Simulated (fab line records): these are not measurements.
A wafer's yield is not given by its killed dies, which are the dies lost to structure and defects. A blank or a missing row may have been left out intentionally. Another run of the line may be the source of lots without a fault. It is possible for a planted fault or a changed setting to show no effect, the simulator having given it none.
Split-lot experiment || flow n5 finfet || route with 1938 steps; 7 lots, 39 wafers read

== THE SPLIT ==
At N5_WELL_APT_IMPLANT_32, the setting energy kev was moved away from the recipe's 50 on 12 of the 39 wafers read, by -12.9% to +6.5%. For the rest of the wafers, this setting stayed at what the recipe calls for.

Reading taken at the split's own step.

== THE READING ==
The simulator's own value implant.drp nm, read by no gauge, in nm at N5_WELL_APT_IMPLANT_32. No usual value for it is given in the file.

{"wafer": "L075.1", "tool, chamber at the split": "implanter-02, 0", "energy kev as run": 50, "against the recipe": "recipe", "implant.drp nm, nm": 18.55, "against lot-mates on the recipe": "-"}
{"wafer": "L075.2", "tool, chamber at the split": "implanter-02, 0", "energy kev as run": 50, "against the recipe": "recipe", "implant.drp nm, nm": 18.55, "against lot-mates on the recipe": "-"}
{"wafer": "L075.3", "tool, chamber at the split": "implanter-02, 0", "energy kev as run": 50, "against the recipe": "recipe", "implant.drp nm, nm": 18.55, "against lot-mates on the recipe": "-"}
{"wafer": "L075.4", "tool, chamber at the split": "implanter-02, 0", "energy kev as run": 50, "against the recipe": "recipe", "implant.drp nm, nm": 18.55, "against lot-mates on the recipe": "-"}
{"wafer": "L075.5", "tool, chamber at the split": "implanter-02, 0", "energy kev as run": 50, "against the recipe": "recipe", "implant.drp nm, nm": 18.55, "against lot-mates on the recipe": "-"}
{"wafer": "L075.6", "tool, chamber at the split": "implanter-02, 0", "energy kev as run": 50, "against the recipe": "recipe", "implant.drp nm, nm": 18.55, "against lot-mates on the recipe": "-"}
{"wafer": "L077.1", "tool, chamber at the split": "implanter-01, 0", "energy kev as run": 50, "against the recipe": "recipe", "implant.drp nm, nm": 18.55, "against lot-mates on the recipe": "-"}
{"wafer": "L077.4", "tool, chamber at the split": "implanter-01, 0", "energy kev as run": 50, "against the recipe": "recipe", "implant.drp nm, nm": 18.55, "against lot-mates on the recipe": "-"}
{"wafer": "L077.6", "tool, chamber at the split": "implanter-01, 0", "energy kev as run": 50, "against the recipe": "recipe", "implant.drp nm, nm": 18.55, "against lot-mates on the recipe": "-"}
{"wafer": "L082.1", "tool, chamber at the split": "implanter-02, 0", "energy kev as run": 50, "against the recipe": "recipe", "implant.drp nm, nm": 18.55, "against lot-mates on the recipe": "-"}
{"wafer": "L082.3", "tool, chamber at the split": "implanter-02, 0", "energy kev as run": 50, "against the recipe": "recipe", "implant.drp nm, nm": 18.55, "against lot-mates on the recipe": "-"}
{"wafer": "L082.6", "tool, chamber at the split": "implanter-02, 0", "energy kev as run": 50, "against the recipe": "recipe", "implant.drp nm, nm": 18.55, "against lot-mates on the recipe": "-"}
{"wafer": "L082.2", "tool, chamber at the split": "implanter-02, 0", "energy kev as run": 45.76, "against the recipe": "-8.5%", "implant.drp nm, nm": 17.42, "against lot-mates on the recipe": -1.13}
{"wafer": "L082.4", "tool, chamber at the split": "implanter-02, 0", "energy kev as run": 45.76, "against the recipe": "-8.5%", "implant.drp nm, nm": 17.42, "against lot-mates on the recipe": -1.13}
{"wafer": "L082.5", "tool, chamber at the split": "implanter-02, 0", "energy kev as run": 45.76, "against the recipe": "-8.5%", "implant.drp nm, nm": 17.42, "against lot-mates on the recipe": -1.13}
{"wafer": "L085.1", "tool, chamber at the split": "implanter-01, 0", "energy kev as run": 53.25, "against the recipe": "+6.5%", "implant.drp nm, nm": 19.42, "against lot-mates on the recipe": "+0.87"}
{"wafer": "L085.3", "tool, chamber at the split": "implanter-01, 0", "energy kev as run": 53.25, "against the recipe": "+6.5%", "implant.drp nm, nm": 19.42, "against lot-mates on the recipe": "+0.87"}
{"wafer": "L085.4", "tool, chamber at the split": "implanter-01, 0", "energy kev as run": 53.25, "against the recipe": "+6.5%", "implant.drp nm, nm": 19.42, "against lot-mates on the recipe": "+0.87"}
{"wafer": "L085.2", "tool, chamber at the split": "implanter-01, 0", "energy kev as run": 50, "against the recipe": "recipe", "implant.drp nm, nm": 18.55, "against lot-mates on the recipe": "-"}
{"wafer": "L085.5", "tool, chamber at the split": "implanter-01, 0", "energy kev as run": 50, "against the recipe": "recipe", "implant.drp nm, nm": 18.55, "against lot-mates on the recipe": "-"}
{"wafer": "L085.6", "tool, chamber at the split": "implanter-01, 0", "energy kev as run": 50, "against the recipe": "recipe", "implant.drp nm, nm": 18.55, "against lot-mates on the recipe": "-"}
{"wafer": "L086.1", "tool, chamber at the split": "implanter-01, 0", "energy kev as run": 50, "against the recipe": "recipe", "implant.drp nm, nm": 18.55, "against lot-mates on the recipe": "-"}
{"wafer": "L086.2", "tool, chamber at the split": "implanter-01, 0", "energy kev as run": 50, "against the recipe": "recipe", "implant.drp nm, nm": 18.55, "against lot-mates on the recipe": "-"}
{"wafer": "L086.3", "tool, chamber at the split": "implanter-01, 0", "energy kev as run": 50, "against the recipe": "recipe", "implant.drp nm, nm": 18.55, "against lot-mates on the recipe": "-"}
{"wafer": "L086.4", "tool, chamber at the split": "implanter-01, 0", "energy kev as run": 50, "against the recipe": "recipe", "implant.drp nm, nm": 18.55, "against lot-mates on the recipe": "-"}
{"wafer": "L086.5", "tool, chamber at the split": "implanter-01, 0", "energy kev as run": 50, "against the recipe": "recipe", "implant.drp nm, nm": 18.55, "against lot-mates on the recipe": "-"}
{"wafer": "L086.6", "tool, chamber at the split": "implanter-01, 0", "energy kev as run": 50, "against the recipe": "recipe", "implant.drp nm, nm": 18.55, "against lot-mates on the recipe": "-"}
{"wafer": "L088.1", "tool, chamber at the split": "implanter-01, 0", "energy kev as run": 50, "against the recipe": "recipe", "implant.drp nm, nm": 18.55, "against lot-mates on the recipe": "-"}
{"wafer": "L088.5", "tool, chamber at the split": "implanter-01, 0", "energy kev as run": 50, "against the recipe": "recipe", "implant.drp nm, nm": 18.55, "against lot-mates on the recipe": "-"}
{"wafer": "L088.6", "tool, chamber at the split": "implanter-01, 0", "energy kev as run": 50, "against the recipe": "recipe", "implant.drp nm, nm": 18.55, "against lot-mates on the recipe": "-"}
{"wafer": "L088.2", "tool, chamber at the split": "implanter-01, 0", "energy kev as run": 43.54, "against the recipe": "-12.9%", "implant.drp nm, nm": 16.83, "against lot-mates on the recipe": -1.72}
{"wafer": "L088.3", "tool, chamber at the split": "implanter-01, 0", "energy kev as run": 43.54, "against the recipe": "-12.9%", "implant.drp nm, nm": 16.83, "against lot-mates on the recipe": -1.72}
{"wafer": "L088.4", "tool, chamber at the split": "implanter-01, 0", "energy kev as run": 43.54, "against the recipe": "-12.9%", "implant.drp nm, nm": 16.83, "against lot-mates on the recipe": -1.72}
{"wafer": "L093.1", "tool, chamber at the split": "implanter-01, 0", "energy kev as run": 46.55, "against the recipe": "-6.9%", "implant.drp nm, nm": 17.63, "against lot-mates on the recipe": -0.92}
{"wafer": "L093.4", "tool, chamber at the split": "implanter-01, 0", "energy kev as run": 46.55, "against the recipe": "-6.9%", "implant.drp nm, nm": 17.63, "against lot-mates on the recipe": -0.92}
{"wafer": "L093.5", "tool, chamber at the split": "implanter-01, 0", "energy kev as run": 46.55, "against the recipe": "-6.9%", "implant.drp nm, nm": 17.63, "against lot-mates on the recipe": -0.92}
{"wafer": "L093.2", "tool, chamber at the split": "implanter-01, 0", "energy kev as run": 50, "against the recipe": "recipe", "implant.drp nm, nm": 18.55, "against lot-mates on the recipe": "-"}
{"wafer": "L093.3", "tool, chamber at the split": "implanter-01, 0", "energy kev as run": 50, "against the recipe": "recipe", "implant.drp nm, nm": 18.55, "against lot-mates on the recipe": "-"}
{"wafer": "L093.6", "tool, chamber at the split": "implanter-01, 0", "energy kev as run": 50, "against the recipe": "recipe", "implant.drp nm, nm": 18.55, "against lot-mates on the recipe": "-"}

THE FIT
A straight line over all 39 wafers: implant.drp nm changes by +0.133 nm for each +1% of energy kev; r = +1.00; the points scatter about the line by 0.0011 nm.
The same after taking each lot's own level away (the mean of its wafers on the recipe; 39 wafers): +0.133 nm for each +1%; r = +1.00; scatter 0.0011 nm.
That fit puts the effect of the largest move of energy kev on the reading at 1.7 nm.
The lots' own levels span 18.550 to 18.550 nm.
Hence the lot-to-lot level has little effect on the slope; both slopes agree.
Check: with one of the wafers moved furthest among these (-12.9%) left out of the fit, the line predicts -1.72 nm for it against its lot-mates. It came out at -1.72 nm against them.

== THE WHOLE CHAIN: every reading that the file lists as answering this split, in the file's order ==
{"step": "N5_WELL_APT_IMPLANT_32", "what it does": "", "reading": "implant.rp nm (the simulator's own value, which no gauge read)", "change (the file's fit)": "+0.362 nm for each +1% of the setting", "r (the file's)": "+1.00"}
{"step": "N5_WELL_APT_IMPLANT_32", "what it does": "", "reading": "implant.drp nm (the simulator's own value, which no gauge read)", "change (the file's fit)": "+0.133 nm for each +1% of the setting", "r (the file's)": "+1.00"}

== THE FILE'S OWN FIT ==
implant.drp nm changes by +0.133 nm for each +1% of energy kev, r = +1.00.
